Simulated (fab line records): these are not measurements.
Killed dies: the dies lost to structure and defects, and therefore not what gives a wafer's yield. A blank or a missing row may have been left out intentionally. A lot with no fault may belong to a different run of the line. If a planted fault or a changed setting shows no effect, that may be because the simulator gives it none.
Split-lot study -- flow n5Finfet -- 39 wafers read from 7 lots, route of 1938 steps

## SPLIT DETAILS
At N5_SD_EPI_P_EPI_21 (deposits SiGe:B, time 355 s), the setting timeS was moved away from the recipe's 355 s on 15 of the 39 wafers read, by -7.8% to +15.6%. The other wafers ran this setting at the recipe's value.

## FROM THE SPLIT TO THE READING: what the file shows between them, 3 steps
- N5_SD_EPI_P_EPI_MEAS_23
- N5_SD_EPI_P_HM_STRIP_48: strips SiNx in H3PO4, material SiNx, target depth 3 nm
- N5_SD_ACTIVATION_LSA_01: time 0.0008 s (also split here: tempC)

## THE READING
RS_SD_P, in ohm/sq, at N5_SD_ACTIVATION_RS_MEAS_03 (measures by four-point-probe). Fault-free wafers of this fab line usually give 56.0 ohm/sq, standard deviation 0.76 ohm/sq.

wafer,"tool, chamber at the split","timeS as run, s",against the recipe,"RS_SD_P, ohm/sq",against lot-mates on the recipe
L076.1,"epiRpcvd-04, 0",355,recipe,56.5,-
L076.2,"epiRpcvd-04, 0",410.3,+15.6%,52.0,-4.7
L076.3,"epiRpcvd-04, 0",410.3,+15.6%,51.9,-4.8
L076.4,"epiRpcvd-04, 0",410.3,+15.6%,50.5,-6.2
L076.5,"epiRpcvd-04, 0",355,recipe,57.2,-
L076.6,"epiRpcvd-04, 0",355,recipe,56.4,-
L078.1,"epiRpcvd-03, 0",327.3,-7.8%,58.7,+3.1
L078.2,"epiRpcvd-03, 0",327.3,-7.8%,58.2,+2.6
L078.3,"epiRpcvd-03, 0",355,recipe,55.4,-
L078.4,"epiRpcvd-03, 0",355,recipe,55.4,-
L078.5,"epiRpcvd-03, 0",327.3,-7.8%,58.6,+3.0
L078.6,"epiRpcvd-03, 0",355,recipe,56.0,-
L080.1,"epiRpcvd-03, 0",355,recipe,56.6,-
L080.2,"epiRpcvd-03, 0",355,recipe,57.3,-
L080.3,"epiRpcvd-03, 0",355,recipe,58.0,-
L080.4,"epiRpcvd-03, 0",355,recipe,56.9,-
L080.5,"epiRpcvd-03, 0",355,recipe,56.9,-
L080.6,"epiRpcvd-03, 0",355,recipe,57.0,-
L083.1,"epiRpcvd-03, 0",404.6,+14.0%,51.7,-4.0
L083.2,"epiRpcvd-03, 0",404.6,+14.0%,52.0,-3.7
L083.3,"epiRpcvd-03, 0",355,recipe,55.7,-
L083.4,"epiRpcvd-03, 0",404.6,+14.0%,51.5,-4.2
L083.5,"epiRpcvd-03, 0",355,recipe,55.8,-
L083.6,"epiRpcvd-03, 0",355,recipe,55.5,-
L089.1,"epiRpcvd-04, 0",397.1,+11.9%,51.4,-4.4
L089.2,"epiRpcvd-04, 0",355,recipe,56.1,-
L089.3,"epiRpcvd-04, 0",397.1,+11.9%,51.6,-4.2
L089.4,"epiRpcvd-04, 0",397.1,+11.9%,51.7,-4.1
L089.5,"epiRpcvd-04, 0",355,recipe,55.1,-
L089.6,"epiRpcvd-04, 0",355,recipe,56.3,-
L090.2,"epiRpcvd-04, 0",355,recipe,55.0,-
L090.4,"epiRpcvd-04, 0",355,recipe,56.3,-
L090.6,"epiRpcvd-04, 0",355,recipe,55.9,-
L094.1,"epiRpcvd-03, 0",355,recipe,56.3,-
L094.2,"epiRpcvd-03, 0",355,recipe,56.3,-
L094.3,"epiRpcvd-03, 0",374.3,+5.4%,54.3,-1.9
L094.4,"epiRpcvd-03, 0",355,recipe,56.0,-
L094.5,"epiRpcvd-03, 0",374.3,+5.4%,54.8,-1.4
L094.6,"epiRpcvd-03, 0",374.3,+5.4%,53.6,-2.6

FIT RESULTS
A straight line over all 39 wafers: RS_SD_P changes by -0.327 ohm/sq for each +1% of timeS; r = -0.95; the points scatter about the line by 0.68 ohm/sq.
The same after taking each lot's own level away (the mean of its wafers on the recipe; 39 wafers): -0.331 ohm/sq for each +1%; r = -0.98; scatter 0.47 ohm/sq.
According to that fit, moving timeS by its largest amount changes the reading by 5.2 ohm/sq.
The lots' own levels span 55.60 to 57.12 ohm/sq, that is 2.0 times the standard deviation above.
Consequently the slope shifts little with the lot-to-lot level, the two slopes agreeing.
Check: with one of the wafers moved furthest among these (+15.6%) left out of the fit, the line predicts -5.19 ohm/sq for it against its lot-mates. Against them it came out at -4.7 ohm/sq.

## ADDITIONAL SPLITS CARRIED BY THESE WAFERS
These wafers also went through other splits before the reading. Each is held against what the fit with the lots' levels taken away leaves over:
other split on the same wafers,wafers away from the commonest value,r with RS_SD_P (lot level and that fit taken away)
N5_SD_ACTIVATION_LSA_01 tempC,12,-0.16

## THE WHOLE CHAIN: every reading that the file lists as answering this split, in the file's order
step,what it does,reading,change (the file's fit),r (the file's)
N5_SD_EPI_P_EPI_21,"deposits SiGe:B, time 355 s","SiGe-B_of_SD_EPI_P_EPI_21.thkNm (the simulator's own value, which no gauge read)",+0.382 nm for each +1% of the setting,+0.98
N5_SD_EPI_P_EPI_MEAS_23,,thkNm,withheld for each +1% of the setting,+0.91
N5_SD_EPI_P_HM_STRIP_48,"strips SiNx in H3PO4, material SiNx, target depth 3 nm","SiGe-B_of_SD_EPI_P_EPI_21.thkNm (the simulator's own value, which no gauge read)",+0.387 nm for each +1% of the setting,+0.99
N5_SD_ACTIVATION_RS_MEAS_03,measures by four-point-probe,RS_SD_P,-0.33 for each +1% of the setting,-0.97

## THE FILE'S OWN FIT
RS_SD_P changes by -0.33 ohm/sq for each +1% of timeS, r = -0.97.
